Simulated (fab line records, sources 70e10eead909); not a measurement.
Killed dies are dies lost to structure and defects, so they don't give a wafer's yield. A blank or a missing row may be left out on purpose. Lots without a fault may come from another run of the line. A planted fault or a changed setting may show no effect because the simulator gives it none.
Which tool did it? | flow nand_harc | 6 lots, 18 wafers sampled, at 5 steps of a route of 1302

WHAT THE GAUGES READ, wafer by wafer
NHARC_END_SORT_01.
lot | measured | on | killed_at_array

WHICH TOOL RAN EACH LOT (tool, then ch and the chambers of the sampled wafers, then the start)
lot  | NHARC_P_CONTACT_CVD_23        | NHARC_THIN_TSV_STRIP_45              | NHARC_THIN_TSV_DESCUM_35           | NHARC_THIN_TSV_ETCH_36
L300 | cvd_w-02 ch 0,1, day 8 23:14  | plasma_asher-01 ch 0,1, day 26 20:22 | rie_diel-05 ch 0,1,3, day 27 01:40 | rie_metal-01 ch 0,1, day 27 02:03
L302 | cvd_w-02 ch 0, day 9 08:31    | plasma_asher-02 ch 0,1, day 27 12:40 | rie_diel-05 ch 0,1,2, day 27 17:41 | rie_metal-02 ch 0,1, day 27 18:04
L303 | cvd_w-02 ch 0,1, day 10 01:22 | plasma_asher-01 ch 0,1, day 27 21:34 | rie_diel-06 ch 0,1,2, day 28 02:41 | rie_metal-02 ch 0,1, day 28 03:04
L310 | cvd_w-01 ch 0,1, day 12 20:00 | plasma_asher-02 ch 0,1, day 31 00:34 | rie_diel-05 ch 1,2, day 31 05:29   | rie_metal-03 ch 0,1, day 31 05:52
L314 | cvd_w-01 ch 1, day 14 07:18   | plasma_asher-01 ch 0,1, day 32 13:55 | rie_diel-01 ch 2,3, day 32 18:58   | rie_metal-03 ch 0, day 32 19:34
L316 | cvd_w-01 ch 0,1, day 14 21:43 | plasma_asher-01 ch 0,1, day 33 02:26 | rie_diel-01 ch 1,2, day 33 07:30   | rie_metal-01 ch 0, day 33 07:52
- NHARC_P_CONTACT_CVD_23: deposits W, target thk 200 nm, time 557 s.
- NHARC_THIN_TSV_STRIP_45: strips in O2.
- NHARC_THIN_TSV_DESCUM_35: chemistry O2, time 3 s.
- NHARC_THIN_TSV_ETCH_36: etches the open film in Cl2/BCl3, target depth 65 nm, time 18.571 s.

THE ANSWER, worked out from the rows above alone
Rule: what is usual is taken from the lots themselves. Put in order of their means at a reading, lots are off if they are a third of the lots or fewer, leave a main group of 4 or more, and stand apart from it by a gap of 3 or more times the standard deviation of the main group's means; of several such gaps the widest counts. A main group whose means are all the same, to the digits that the tables above print for the reading, isn't used. A lot without any number at a reading at which 4 lots or more have one is off too. The other lots that the step has rows for count as sound.
No lot is off at any reading shown: from this, nothing can be told.

WHAT THE SIMULATOR HAD PUT IN
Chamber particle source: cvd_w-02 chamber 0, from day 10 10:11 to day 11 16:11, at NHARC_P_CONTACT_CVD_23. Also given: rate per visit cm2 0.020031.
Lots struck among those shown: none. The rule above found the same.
